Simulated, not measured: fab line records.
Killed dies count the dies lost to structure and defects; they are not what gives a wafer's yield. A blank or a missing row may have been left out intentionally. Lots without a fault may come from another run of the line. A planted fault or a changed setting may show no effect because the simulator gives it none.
fab line records	flow n5-finfet
[record] lots = 24	wafers = 72	last-day = 18
route steps=1938 shown MOL_CONTACT_COAG@604 BEOL_M0_SAQP@650
lots that met no fault: from a run of the same line without faults
start-h: hours from the record's first day to the start of the lot's first wafer shown	wait-h: how many hours have passed since the lot's step before this one	" repeats the value in the row above	L1.1+2: one row covering several wafers at once	- no value present, or no start provided	* or withheld: withheld	< > ~ a bound
route shown NAME@n: a module of which the file shows steps, and the number in the route of the first	usual: the fault-free wafers' mean and standard deviation	same: alike in all rows	chamber/n: place in a boat	sites: readings site by site	_std_site: standard deviation across them	_edge_site: the outer-site mean with the inner-site mean subtracted	radius-mm: how far each site lies from the wafer's centre	mask NAME#n: copy n	behind: the tool/chamber that last shaped the wafer	hold: reason for holding the lot/hours on hold/outcome of the hold	device: transistor that didn't switch, given as n, p or np	end of line: the tests these same wafers got at the end of their route	for a step that has no rows: nothing shown but its recipe	killed: at the first sort, the dies lost to defects and structure; wafer yield is something else	map: per-die view of a wafer (x killed, . not killed, _ where there is no die)
set.NAME: setting as actually run; set.NAME@STEP: the setting as run at that earlier step	model.NAME: the simulator's own value behind a step, which no gauge read
the route's steps for a sample of lots (tables are steps, rows are wafers)
services: when a tool's chamber went out of use (start-h, in hours from the record's first day, below 0 if earlier), for how many hours, and the reason
[[steps]]
[step N5_MOL_CONTACT_COAG_INSPECT_42]
[recipe] mode = adi	inspect-instrument = brightfield
[usual] raw-defect-count = 208/44
lot.wafer	tool	chamber	start-h	wait-h	raw-defect-count
L074.3	defect-inspect-01	-	101.89	0.0	245
L074.4	"	-	"	"	190
L074.5	"	-	"	"	187
L075.2	defect-inspect-02	-	102.73	0.1	148
L075.3	"	-	"	"	189
L075.5	"	-	"	"	189
L076.1	defect-inspect-02	-	110.76	0.1	143
L076.2	"	-	"	"	314
L076.4	"	-	"	"	244
L077.4	defect-inspect-02	-	118.26	0.0	248
L077.5	"	-	"	"	267
L077.6	"	-	"	"	247
L078.2	defect-inspect-02	-	119.74	0.0	256
L078.3	"	-	"	"	260
L078.6	"	-	"	"	225
L079.2	defect-inspect-02	-	131.61	0.0	176
L079.3	"	-	"	"	258
L079.4	"	-	"	"	206
L080.2	defect-inspect-02	-	138.35	0.0	189
L080.4	"	-	"	"	136
L080.5	"	-	"	"	193
L081.2	defect-inspect-02	-	147.88	0.0	230
L081.5	"	-	"	"	235
L081.6	"	-	"	"	198
L082.1	defect-inspect-01	-	149.08	0.1	207
L082.2	"	-	"	"	112
L082.6	"	-	"	"	208
L083.4	defect-inspect-01	-	155.68	0.0	283
L083.5	"	-	"	"	260
L083.6	"	-	"	"	244
L084.2	defect-inspect-01	-	169.59	0.0	178
L084.4	"	-	"	"	228
L084.6	"	-	"	"	164
L085.1	defect-inspect-02	-	169.95	0.1	202
L085.4	"	-	"	"	179
L085.5	"	-	"	"	218
L086.1	defect-inspect-02	-	174.24	0.1	163
L086.4	"	-	"	"	178
L086.6	"	-	"	"	168
L087.1	defect-inspect-01	-	181.37	0.1	181
L087.2	"	-	"	"	207
L087.3	"	-	"	"	181
L088.1	defect-inspect-01	-	181.62	0.1	240
L088.3	"	-	"	"	161
L088.4	"	-	"	"	122
L089.4	defect-inspect-01	-	189.91	0.0	207
L089.5	"	-	"	"	204
L089.6	"	-	"	"	193
L090.1	defect-inspect-02	-	195.67	0.1	223
L090.2	"	-	"	"	162
L090.3	"	-	"	"	233
L091.1	defect-inspect-01	-	201.94	0.1	185
L091.3	"	-	"	"	288
L091.6	"	-	"	"	151
L092.1	defect-inspect-01	-	210.89	0.1	202
L092.4	"	-	"	"	257
L092.5	"	-	"	"	200
L093.1	defect-inspect-01	-	215.24	0.1	129
L093.4	"	-	"	"	197
L093.6	"	-	"	"	223
L094.2	defect-inspect-01	-	227.35	0.0	237
L094.3	"	-	"	"	213
L094.6	"	-	"	"	178
L095.2	defect-inspect-02	-	231.61	0.0	298
L095.4	"	-	"	"	230
L095.5	"	-	"	"	165
L097.2	defect-inspect-02	-	242.96	0.0	155
L097.3	"	-	"	"	165
L097.5	"	-	"	"	234
L096.3	defect-inspect-02	-	243.33	0.0	261
L096.4	"	-	"	"	174
L096.6	"	-	"	"	211
[step N5_MOL_CONTACT_COAG_STRIP_72]
[recipe] chemistry = N2/H2	power-w = 450	temp-c = 40	pressure-mtorr = 20	rf-frequency-hz = 6e+07	overash-fraction = 3	bias-power-w = 7	h2-frac = 0.5	n2-flow-sccm = 200	h2-flow-sccm = 200
[usual] drypump-motor-current-A = 5.6/0.4	oes-product-au = 0.81/0.09	rf-vpp-V = 59.4/2	showerhead-plenum-p-Torr = 2.56/0.071	throttle-valve-pct = 23.65/0.2
lot.wafer	tool	chamber	start-h	wait-h	drypump-motor-current-A	oes-product-au	rf-hours-counter-h	rf-vpp-V	showerhead-plenum-p-Torr	throttle-valve-pct
L074.3	rie-diel-05	1	102.74	0.0	5.9	0.97	7	60.9	2.48	23.73
L074.4	"	2	"	"	5.8	0.91	18	57.9	2.48	23.60
L074.5	"	2	"	"	5.8	0.92	-	58.8	2.48	23.55
L075.2	rie-diel-01	3	103.84	0.1	5.6	0.70	192	58.0	2.62	23.73
L075.3	"	3	"	"	5.6	0.72	-	59.2	2.62	23.70
L075.5	"	3	"	"	5.6	0.72	-	58.8	2.62	23.77
L076.1	rie-diel-06	0	111.38	0.0	5.3	0.75	144	57.6	2.56	24.09
L076.2	"	1	"	"	6.2	0.72	192	57.9	2.41	23.85
L076.4	"	2	"	"	5.3	0.88	33	61.4	2.69	23.51
L077.4	rie-diel-01	1	118.88	0.0	6.1	0.87	56	59.2	2.56	23.54
L077.5	"	3	"	"	5.6	0.71	-	60.1	2.62	23.73
L077.6	"	0	"	"	5.4	0.90	-	58.3	2.57	23.38
L078.2	rie-diel-06	0	120.47	0.0	5.3	0.75	147	60.0	2.56	24.11
L078.3	"	3	"	"	5.1	0.71	242	59.4	2.60	23.71
L078.6	"	2	"	"	5.3	0.89	-	59.6	2.69	23.52
L079.2	rie-diel-01	0	133.81	0.0	5.4	0.89	45	57.6	2.56	23.41
L079.3	"	1	"	"	6.1	0.85	62	61.1	2.55	23.53
L079.4	"	2	"	"	4.9	0.96	9	58.6	2.60	23.47
L080.2	rie-diel-01	1	139.88	0.0	6.1	0.88	65	60.3	2.55	23.52
L080.4	"	2	"	"	4.9	0.97	11	59.7	2.60	23.50
L080.5	"	3	"	"	5.6	0.71	-	62.4	2.62	23.73
L081.2	rie-diel-01	0	148.66	0.0	5.4	0.85	53	56.7	2.56	23.37
L081.5	"	3	"	"	5.6	0.71	-	60.5	2.62	23.77
L081.6	"	0	"	"	5.4	0.87	-	58.7	2.56	23.35
L082.1	rie-diel-01	1	149.72	0.0	6.1	0.84	70	57.6	2.55	23.53
L082.2	"	2	"	"	4.9	0.93	16	64.0	2.60	23.51
L082.6	"	2	"	"	4.9	0.94	-	64.1	2.60	23.49
L083.4	rie-diel-01	2	156.46	0.0	4.9	0.95	19	57.3	2.60	23.48
L083.5	"	0	"	"	5.4	0.86	-	58.6	2.56	23.45
L083.6	"	3	"	"	5.6	0.68	-	58.4	2.61	23.76
L084.2	rie-diel-06	2	170.44	0.0	5.3	0.87	47	59.7	2.69	23.50
L084.4	"	2	"	"	5.3	0.88	-	58.8	2.69	23.51
L084.6	"	0	"	"	5.4	0.75	-	57.1	2.55	24.08
L085.1	rie-diel-05	1	170.69	0.0	5.9	0.91	33	58.8	2.46	23.75
L085.4	"	3	"	"	6.3	0.67	242	62.5	2.62	23.73
L085.5	"	1	"	"	5.9	0.89	-	57.1	2.46	23.82
L086.1	rie-diel-06	2	175.08	0.0	5.3	0.86	49	59.0	2.69	23.52
L086.4	"	1	"	"	6.2	0.71	-	56.3	2.40	23.91
L086.6	"	2	"	"	5.3	0.85	-	60.2	2.69	23.50
L087.1	rie-diel-05	3	182.20	0.0	6.2	0.68	246	61.6	2.62	23.76
L087.2	"	2	"	"	5.8	0.86	50	57.8	2.47	23.60
L087.3	"	1	"	"	5.9	0.92	37	58.3	2.46	23.76
L088.1	rie-diel-01	0	182.36	0.0	5.4	0.87	66	61.7	2.56	23.41
L088.3	"	1	"	"	6.1	0.83	83	59.4	2.55	23.61
L088.4	"	3	"	"	5.6	0.68	224	59.0	2.61	23.73
L089.4	rie-diel-06	0	190.60	0.0	5.4	0.74	163	60.1	2.55	24.13
L089.5	"	3	"	"	5.1	0.96	-	62.4	2.59	23.48
L089.6	"	0	"	"	5.3	0.73	-	62.1	2.55	24.07
L090.1	rie-diel-01	3	196.30	0.0	5.6	0.69	230	61.3	2.61	23.78
L090.2	"	1	"	"	6.1	0.83	88	56.3	2.54	23.58
L090.3	"	2	"	"	4.9	0.92	34	57.3	2.59	23.48
L091.1	rie-diel-01	3	202.63	0.0	5.6	0.67	231	56.6	2.61	23.76
L091.3	"	0	"	"	5.4	0.84	73	60.8	2.55	23.41
L091.6	"	0	"	"	5.4	0.85	-	59.8	2.55	23.39
L092.1	rie-diel-06	2	211.52	0.0	5.3	0.86	63	56.9	2.68	23.52
L092.4	"	1	"	"	6.2	0.69	222	55.1	2.40	23.93
L092.5	"	1	"	"	6.2	0.68	-	54.4	2.40	23.86
L093.1	rie-diel-01	0	215.90	0.0	5.4	0.84	78	62.3	2.55	23.45
L093.4	"	2	"	"	4.9	0.91	41	60.2	2.59	23.55
L093.6	"	1	"	"	6.1	0.83	-	58.3	2.54	23.55
L094.2	rie-diel-05	3	228.53	0.0	6.3	0.93	7	59.3	2.62	23.62
L094.3	"	1	"	"	5.9	0.87	54	61.2	2.46	23.83
L094.6	"	2	"	"	5.7	0.84	-	58.3	2.46	23.65
L095.2	rie-diel-06	2	232.53	0.0	5.3	0.84	70	56.8	2.68	23.54
L095.4	"	1	"	"	6.2	0.69	-	59.1	2.39	23.93
L095.5	"	0	"	"	5.3	0.73	-	58.9	2.54	24.14
L097.2	rie-diel-05	0	244.06	0.0	5.7	0.77	119	61.1	2.57	23.60
L097.3	"	1	"	"	5.9	0.87	59	56.7	2.45	23.84
L097.5	"	3	"	"	6.3	0.91	-	59.6	2.61	23.66
L096.3	rie-diel-01	2	244.06	0.0	4.9	0.89	51	62.0	2.59	23.51
L096.4	"	3	"	"	5.6	0.69	247	61.6	2.60	23.84
L096.6	"	3	"	"	5.6	0.68	-	62.5	2.60	23.77
[step N5_BEOL_M0_SAQP_OVL_MEAS_15]
[recipe] points-per-wafer = 44
[usual] M0_CORE_OVL = 0.2/0.8
lot.wafer	tool	chamber	start-h	wait-h	M0_CORE_OVL[nm]
L074.3	overlay-01	0	130.53	0.0	0.5
L074.4	"	0	"	"	0.3
L074.5	"	0	"	"	0.3
L075.2	overlay-02	0	130.70	0.0	0.5
L075.3	"	0	"	"	0.4
L075.5	"	0	"	"	1.4
L076.1	overlay-02	0	130.73	0.0	-0.2
L076.2	"	0	"	"	-0.9
L076.4	"	0	"	"	-0.1
L077.4	overlay-02	0	130.77	0.0	-0.5
L077.5	"	0	"	"	0.1
L077.6	"	0	"	"	-0.3
L078.2	overlay-01	0	130.94	0.0	-0.5
L078.3	"	0	"	"	-0.3
L078.6	"	0	"	"	-0.3
L079.2	overlay-01	0	139.02	0.0	0.5
L079.3	"	0	"	"	0.5
L079.4	"	0	"	"	-0.8
L080.2	overlay-02	0	145.42	0.0	0.1
L080.4	"	0	"	"	0.9
L080.5	"	0	"	"	0.3
L081.2	overlay-02	0	154.09	0.0	-0.1
L081.5	"	0	"	"	0.8
L081.6	"	0	"	"	0.9
L082.1	overlay-02	0	158.33	0.0	-0.6
L082.2	"	0	"	"	-0.3
L082.6	"	0	"	"	-0.3
L083.4	overlay-01	0	164.37	0.0	-0.1
L083.5	"	0	"	"	1.0
L083.6	"	0	"	"	0.5
L084.2	overlay-02	0	176.12	0.0	0.6
L084.4	"	0	"	"	-0.3
L084.6	"	0	"	"	0.1
L085.1	overlay-02	0	179.14	0.0	1.0
L085.4	"	0	"	"	1.4
L085.5	"	0	"	"	1.2
L086.1	overlay-01	0	183.82	0.0	0.1
L086.4	"	0	"	"	1.7
L086.6	"	0	"	"	1.8
L087.1	overlay-02	0	191.45	0.0	-0.5
L087.2	"	0	"	"	-0.3
L087.3	"	0	"	"	-0.9
L088.1	overlay-02	0	191.60	0.0	1.2
L088.3	"	0	"	"	-0.5
L088.4	"	0	"	"	-0.2
L089.4	overlay-01	0	196.57	0.0	-0.3
L089.5	"	0	"	"	-0.4
L089.6	"	0	"	"	0.6
L090.1	overlay-01	0	202.25	0.0	-0.8
L090.2	"	0	"	"	1.5
L090.3	"	0	"	"	0.1
L091.1	overlay-01	0	210.30	0.0	0.0
L091.3	"	0	"	"	0.9
L091.6	"	0	"	"	0.3
L092.1	overlay-01	0	220.07	0.0	2.2
L092.4	"	0	"	"	1.3
L092.5	"	0	"	"	2.4
L093.1	overlay-01	0	223.58	0.0	-0.7
L093.4	"	0	"	"	-0.5
L093.6	"	0	"	"	-0.1
L094.2	overlay-01	0	233.96	0.0	-1.2
L094.3	"	0	"	"	0.9
L094.6	"	0	"	"	-0.9
L095.2	overlay-01	0	238.53	0.0	1.0
L095.4	"	0	"	"	0.7
L095.5	"	0	"	"	0.8
L097.2	overlay-01	0	250.92	0.0	0.0
L097.3	"	0	"	"	0.5
L097.5	"	0	"	"	0.8
L096.3	overlay-01	0	255.71	0.0	-0.7
L096.4	"	0	"	"	0.5
L096.6	"	0	"	"	0.0
[step N5_BEOL_M0_SAQP_STRIP_86]
[recipe] chemistry = N2/H2	power-w = 500	temp-c = 40	pressure-mtorr = 50	rf-frequency-hz = 6e+07	overash-fraction = 0.3	bias-power-w = 28	h2-frac = 0.5	n2-flow-sccm = 300	h2-flow-sccm = 300
[usual] drypump-motor-current-A = 5.7/0.41	oes-product-au = 0.79/0.088	rf-vpp-V = 121.6/1.5	showerhead-plenum-p-Torr = 3.34/0.11	throttle-valve-pct = 18.91/0.24
lot.wafer	tool	chamber	start-h	wait-h	drypump-motor-current-A	oes-product-au	rf-hours-counter-h	rf-vpp-V	showerhead-plenum-p-Torr	throttle-valve-pct
L074.3	rie-diel-03	1	131.22	0.2	5.8	0.70	247	123.7	3.46	19.42
L074.4	"	0	"	"	5.4	0.74	168	121.9	3.35	19.46
L074.5	"	0	"	"	5.4	0.73	-	122.3	3.35	19.48
L075.2	rie-diel-04	0	131.34	0.1	6.3	0.79	94	120.9	3.12	18.92
L075.3	"	3	"	"	6.1	0.71	248	121.3	3.30	18.82
L075.5	"	1	"	"	6.2	0.83	-	120.2	3.40	18.77
L076.1	rie-diel-04	1	131.38	0.1	6.2	0.81	79	123.8	3.40	18.75
L076.2	"	3	"	"	6.0	0.71	248	122.7	3.30	18.83
L076.4	"	0	"	"	6.4	0.79	94	120.5	3.12	18.92
L077.4	rie-diel-04	3	131.68	0.1	6.1	0.70	248	124.6	3.30	18.82
L077.5	"	2	"	"	5.5	0.68	-	121.6	3.43	19.07
L077.6	"	1	"	"	6.2	0.83	-	121.7	3.40	18.76
L078.2	rie-diel-04	0	131.80	0.1	6.3	0.80	95	119.0	3.12	18.90
L078.3	"	1	"	"	6.2	0.82	80	123.9	3.40	18.77
L078.6	"	1	"	"	6.2	0.82	-	120.3	3.40	18.81
L079.2	rie-diel-03	3	139.48	0.1	6.3	0.83	88	122.1	3.53	18.48
L079.3	"	2	"	"	5.7	0.88	42	121.9	3.42	18.82
L079.4	"	0	"	"	5.4	0.73	171	120.1	3.35	19.50
L080.2	rie-diel-04	2	145.86	0.1	5.5	0.67	244	121.5	3.43	19.09
L080.4	"	2	"	"	5.5	0.67	-	122.3	3.43	19.08
L080.5	"	0	"	"	6.4	0.79	-	120.8	3.11	18.90
L081.2	rie-diel-02	2	154.52	0.1	5.8	0.68	217	122.0	3.34	19.01
L081.5	"	1	"	"	5.2	0.93	-	122.9	3.30	18.93
L081.6	"	0	"	"	5.0	0.79	-	122.4	3.13	18.90
L082.1	rie-diel-03	3	158.93	0.1	6.3	0.82	95	122.8	3.52	18.50
L082.2	"	0	"	"	5.4	0.73	178	121.6	3.34	19.51
L082.6	"	2	"	"	5.7	0.85	-	120.9	3.41	18.79
L083.4	rie-diel-03	2	164.87	0.1	5.7	0.85	-	122.5	3.41	18.81
L083.5	"	3	"	"	6.3	0.82	-	123.6	3.52	18.48
L083.6	"	0	"	"	5.4	0.72	-	122.2	3.34	19.49
L084.2	rie-diel-02	3	177.05	0.1	5.5	0.73	159	122.1	3.35	18.74
L084.4	"	0	"	"	5.0	0.78	146	123.3	3.13	18.90
L084.6	"	2	"	"	5.8	0.67	-	121.4	3.33	19.01
L085.1	rie-diel-02	3	179.64	0.1	5.5	0.72	160	122.0	3.35	18.72
L085.4	"	2	"	"	5.8	0.68	225	121.0	3.33	19.03
L085.5	"	1	"	"	5.2	0.90	-	120.8	3.29	18.96
L086.1	rie-diel-02	0	184.60	0.2	5.0	0.79	148	120.2	3.12	18.90
L086.4	"	1	"	"	5.2	0.90	26	119.8	3.29	19.00
L086.6	"	3	"	"	5.5	0.73	-	121.8	3.35	18.75
L087.1	rie-diel-02	3	191.90	0.1	5.5	0.73	164	122.8	3.35	18.72
L087.2	"	1	"	"	5.2	0.89	29	120.1	3.29	18.99
L087.3	"	2	"	"	5.8	0.68	228	121.5	3.33	19.01
L088.1	rie-diel-04	2	192.03	0.1	5.5	1.00	2	122.2	3.42	18.73
L088.3	"	1	"	"	6.2	0.79	104	121.9	3.39	18.80
L088.4	"	3	"	"	6.0	0.94	11	119.8	3.30	18.43
L089.4	rie-diel-03	2	197.00	0.1	5.7	0.85	63	121.6	3.41	18.85
L089.5	"	2	"	"	5.7	0.83	-	124.4	3.41	18.86
L089.6	"	3	"	"	6.3	0.81	-	120.8	3.51	18.52
L090.1	rie-diel-03	1	202.68	0.1	5.8	0.94	9	123.8	3.45	19.05
L090.2	"	2	"	"	5.7	0.84	65	121.6	3.40	18.86
L090.3	"	3	"	"	6.3	0.80	111	122.1	3.51	18.51
L091.1	rie-diel-03	1	211.05	0.1	5.8	0.92	11	122.7	3.45	19.01
L091.3	"	0	"	"	5.4	0.70	195	124.3	3.33	19.51
L091.6	"	1	"	"	5.8	0.95	-	124.2	3.45	19.03
L092.1	rie-diel-02	3	220.50	0.1	5.5	0.72	173	122.3	3.34	18.78
L092.4	"	0	"	"	5.0	0.77	160	120.4	3.12	18.93
L092.5	"	1	"	"	5.2	0.89	-	122.2	3.29	18.99
L093.1	rie-diel-02	3	224.17	0.1	5.4	0.72	174	123.4	3.34	18.77
L093.4	"	0	"	"	5.0	0.79	161	117.2	3.12	18.94
L093.6	"	2	"	"	5.8	0.67	-	121.4	3.33	19.03
L094.2	rie-diel-04	1	234.76	0.1	6.2	0.78	116	119.6	3.38	18.83
L094.3	"	0	"	"	6.4	0.76	132	120.8	3.10	18.98
L094.6	"	3	"	"	6.1	0.92	-	119.5	3.29	18.45
L095.2	rie-diel-02	0	238.96	0.1	5.0	0.78	166	120.5	3.12	18.92
L095.4	"	2	"	"	5.8	0.67	243	120.0	3.32	19.04
L095.5	"	1	"	"	5.2	0.89	-	121.6	3.28	18.97
L097.2	rie-diel-04	3	251.68	0.1	6.1	0.91	27	121.5	3.29	18.47
L097.3	"	2	"	"	5.5	0.93	19	122.8	3.42	18.80
L097.5	"	0	"	"	6.3	0.75	-	120.3	3.10	18.97
L096.3	rie-diel-02	3	256.67	0.2	5.5	0.70	184	122.4	3.33	18.79
L096.4	"	2	"	"	5.8	0.66	248	120.5	3.32	19.06
L096.6	"	2	"	"	5.8	0.66	-	122.7	3.32	19.03
[step N5_BEOL_M0_SAQP_RECESS_104]
[recipe] chemistry = HF/NH3	target = SiO2	target-depth-a = 180	afs-cycles = 3	temp-c = 30	sublimation-temp-c = 180	sublimation-time-s = 60
[usual] drypump-motor-current-A = 5.9/0.33
[same] sublimation-time-s = 60
lot.wafer	tool	chamber	start-h	wait-h	drypump-motor-current-A
L074.3	vapor-etch-01	1	133.49	0.2	5.7
L074.4	"	0	"	"	5.8
L074.5	"	0	"	"	5.7
L075.2	vapor-etch-01	0	134.39	0.1	5.8
L075.3	"	1	"	"	5.7
L075.5	"	0	"	"	5.8
L076.1	vapor-etch-01	0	134.90	0.1	5.8
L076.2	"	1	"	"	5.7
L076.4	"	0	"	"	5.8
L077.4	vapor-etch-02	0	135.26	0.2	5.6
L077.5	"	1	"	"	6.5
L077.6	"	0	"	"	5.6
L078.2	vapor-etch-01	0	135.26	0.1	5.7
L078.3	"	0	"	"	5.8
L078.6	"	1	"	"	5.7
L079.2	vapor-etch-02	1	140.93	0.1	6.5
L079.3	"	1	"	"	6.5
L079.4	"	0	"	"	5.6
L080.2	vapor-etch-02	0	147.35	0.1	5.5
L080.4	"	0	"	"	5.6
L080.5	"	0	"	"	5.6
L081.2	vapor-etch-02	0	156.04	0.1	5.6
L081.5	"	0	"	"	5.6
L081.6	"	1	"	"	6.5
L082.1	vapor-etch-02	1	160.49	0.1	6.4
L082.2	"	0	"	"	5.6
L082.6	"	0	"	"	5.6
L083.4	vapor-etch-01	1	166.74	0.2	5.7
L083.5	"	0	"	"	5.8
L083.6	"	1	"	"	5.7
L084.2	vapor-etch-01	1	178.54	0.1	5.7
L084.4	"	0	"	"	5.8
L084.6	"	1	"	"	5.7
L085.1	vapor-etch-01	1	182.22	0.1	5.7
L085.4	"	0	"	"	5.7
L085.5	"	1	"	"	5.7
L086.1	vapor-etch-01	1	187.95	0.1	5.7
L086.4	"	1	"	"	5.7
L086.6	"	0	"	"	5.8
L087.1	vapor-etch-02	0	193.74	0.2	5.6
L087.2	"	1	"	"	6.4
L087.3	"	1	"	"	6.4
L088.1	vapor-etch-01	1	193.98	0.3	5.7
L088.3	"	1	"	"	5.7
L088.4	"	0	"	"	5.8
L089.4	vapor-etch-01	1	198.56	0.2	5.7
L089.5	"	0	"	"	5.8
L089.6	"	1	"	"	5.7
L090.1	vapor-etch-01	0	205.24	0.1	5.8
L090.2	"	1	"	"	5.7
L090.3	"	1	"	"	5.7
L091.1	vapor-etch-01	0	212.71	0.1	5.8
L091.3	"	0	"	"	5.8
L091.6	"	0	"	"	5.8
L092.1	vapor-etch-02	0	221.95	0.1	5.6
L092.4	"	0	"	"	5.5
L092.5	"	1	"	"	6.4
L093.1	vapor-etch-02	1	225.67	0.1	6.5
L093.4	"	1	"	"	6.5
L093.6	"	1	"	"	6.5
L094.2	vapor-etch-02	0	236.63	0.1	5.6
L094.3	"	0	"	"	5.6
L094.6	"	0	"	"	5.6
L095.2	vapor-etch-02	1	241.42	0.1	6.4
L095.4	"	1	"	"	6.4
L095.5	"	0	"	"	5.6
L097.2	vapor-etch-02	1	253.35	0.1	6.4
L097.3	"	1	"	"	6.4
L097.5	"	0	"	"	5.6
L096.3	vapor-etch-01	0	258.57	0.2	5.8
L096.4	"	1	"	"	5.7
L096.6	"	1	"	"	5.7
[step N5_BEOL_M0_SAQP_RECESS_109]
[recipe] chemistry = HF/NH3	target = SiO2	target-depth-a = 30	afs-cycles = 1	temp-c = 30	sublimation-temp-c = 180	sublimation-time-s = 60
[usual] drypump-motor-current-A = 5.9/0.39
[same] sublimation-time-s = 60
lot.wafer	tool	chamber	start-h	wait-h	drypump-motor-current-A
L074.3	vapor-etch-02	1	134.02	0.1	6.4
L074.4	"	0	"	"	5.6
L074.5	"	1	"	"	6.5
L075.2	vapor-etch-02	1	135.00	0.0	6.5
L075.3	"	0	"	"	5.6
L075.5	"	0	"	"	5.6
L076.1	vapor-etch-02	0	135.62	0.1	5.6
L076.2	"	1	"	"	6.4
L076.4	"	0	"	"	5.6
L077.4	vapor-etch-01	0	135.79	0.1	5.7
L077.5	"	0	"	"	5.8
L077.6	"	1	"	"	5.7
L078.2	vapor-etch-02	0	135.89	0.0	5.6
L078.3	"	0	"	"	5.6
L078.6	"	0	"	"	5.6
L079.2	vapor-etch-01	0	141.54	0.0	5.8
L079.3	"	0	"	"	5.7
L079.4	"	1	"	"	5.7
L080.2	vapor-etch-02	1	147.96	0.0	6.4
L080.4	"	0	"	"	5.6
L080.5	"	1	"	"	6.5
L081.2	vapor-etch-02	1	156.72	0.0	6.4
L081.5	"	1	"	"	6.4
L081.6	"	0	"	"	5.6
L082.1	vapor-etch-02	1	161.10	0.0	6.5
L082.2	"	0	"	"	5.6
L082.6	"	0	"	"	5.6
L083.4	vapor-etch-02	1	167.30	0.1	6.5
L083.5	"	1	"	"	6.5
L083.6	"	0	"	"	5.6
L084.2	vapor-etch-01	1	179.15	0.0	5.7
L084.4	"	0	"	"	5.7
L084.6	"	1	"	"	5.7
L085.1	vapor-etch-02	0	182.83	0.0	5.5
L085.4	"	0	"	"	5.6
L085.5	"	0	"	"	5.6
L086.1	vapor-etch-01	0	188.55	0.0	5.8
L086.4	"	1	"	"	5.7
L086.6	"	1	"	"	5.7
L087.1	vapor-etch-02	0	194.38	0.0	5.6
L087.2	"	1	"	"	6.5
L087.3	"	0	"	"	5.6
L088.1	vapor-etch-01	1	194.67	0.0	5.7
L088.3	"	0	"	"	5.8
L088.4	"	1	"	"	5.7
L089.4	vapor-etch-01	1	199.43	0.1	5.7
L089.5	"	0	"	"	5.7
L089.6	"	1	"	"	5.7
L090.1	vapor-etch-02	0	205.85	0.0	5.5
L090.2	"	1	"	"	6.5
L090.3	"	0	"	"	5.5
L091.1	vapor-etch-01	0	213.34	0.0	5.8
L091.3	"	0	"	"	5.8
L091.6	"	1	"	"	5.7
L092.1	vapor-etch-02	0	222.75	0.0	5.6
L092.4	"	1	"	"	6.4
L092.5	"	0	"	"	5.6
L093.1	vapor-etch-02	1	226.28	0.0	6.5
L093.4	"	0	"	"	5.6
L093.6	"	1	"	"	6.5
L094.2	vapor-etch-02	0	237.26	0.0	5.6
L094.3	"	1	"	"	6.5
L094.6	"	0	"	"	5.6
L095.2	vapor-etch-02	0	242.03	0.0	5.6
L095.4	"	1	"	"	6.4
L095.5	"	1	"	"	6.4
L097.2	vapor-etch-01	1	253.96	0.0	5.7
L097.3	"	0	"	"	5.8
L097.5	"	1	"	"	5.7
L096.3	vapor-etch-02	1	259.10	0.1	6.5
L096.4	"	0	"	"	5.6
L096.6	"	1	"	"	6.5
[[services]]
tool	chamber	start-h	hours	kind
rie-diel-01	2	79.53	-	clean
rie-diel-01	2	79.53	-	consumable-replace:focus-ring
rie-diel-01	2	79.53	25.2	scheduled-down
rie-diel-01	2	79.53	25.2	vent-cycle
rie-diel-05	1	89.71	3.3	repair
rie-diel-06	3	100.54	10.5	repair
rie-diel-02	-	102.59	2.8	pm
rie-diel-06	-	125.58	28.1	pm
rie-diel-01	2	128.72	2.3	repair
rie-diel-04	3	136.92	-	clean
rie-diel-04	3	136.92	-	consumable-replace:focus-ring
rie-diel-04	3	136.92	28.0	scheduled-down
rie-diel-04	3	136.92	28.0	vent-cycle
vapor-etch-02	-	137.77	0.8	repair
rie-diel-03	1	144.94	3.3	repair
rie-diel-04	2	165.08	-	clean
rie-diel-04	2	165.08	-	consumable-replace:focus-ring
rie-diel-04	2	165.08	20.6	scheduled-down
rie-diel-04	2	165.08	20.6	vent-cycle
rie-diel-02	-	197.02	0.7	repair
rie-diel-02	1	204.40	10.7	repair
rie-diel-06	3	225.92	16.6	repair
vapor-etch-01	-	227.82	2.8	pm
rie-diel-03	0	239.43	7.2	repair
[[key]]
fault none
